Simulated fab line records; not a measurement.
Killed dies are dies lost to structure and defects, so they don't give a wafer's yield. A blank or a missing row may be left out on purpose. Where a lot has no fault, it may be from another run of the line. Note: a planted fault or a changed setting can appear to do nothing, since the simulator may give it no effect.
Matching of chambers	flow n5_finfet	N5_BEOL_M1_ETCH_69 on rie_diel-03: 4 sister chambers
The step etches SiARC in CF4, target depth 15.6 nm, time 26 s. 4 wafers are shown with their chamber, then 7 later ones without.

## WAFERS PAIRED WITH THEIR CHAMBERS
wafer	chamber	drypump_motor_current_A (A)
L093.2	0	5.60
L093.4	1	6.27
L095.2	3	5.47
L095.3	2	5.71

## WAFERS WITHOUT THEIR CHAMBER
wafer	drypump_motor_current_A (A)
L095.5	5.62
L096.1	6.32
L096.2	5.63
L096.3	5.71
L096.4	5.43
L096.5	5.45
L096.6	5.71

## THE CHAMBER EACH PASSED THROUGH
wafer	from the rows above	in truth
L095.5	0	0
L096.1	1	1
L096.2	can't be placed: 0 or 2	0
L096.3	2	2
L096.4	3	3
L096.5	3	3
L096.6	2	2
Correctly placed: 6 of 7. Cannot be placed on the basis of these rows: 1; the candidates contain the true chamber in 1. Wrongly placed: 0.
How it was worked out, from the rows above alone: a wafer's distance from a chamber is the root of the sum, over the readings, of the square of ((its reading less the chamber's mean) divided by the reading's scatter). The wafer belongs to the nearest chamber; if the next one is less than 2 further off, it can't be placed. A chamber's mean is the mean of its shown wafers. The scatter: with one shown wafer a chamber, the root of the mean of the squares of how far each hidden wafer lies from its nearest shown one.
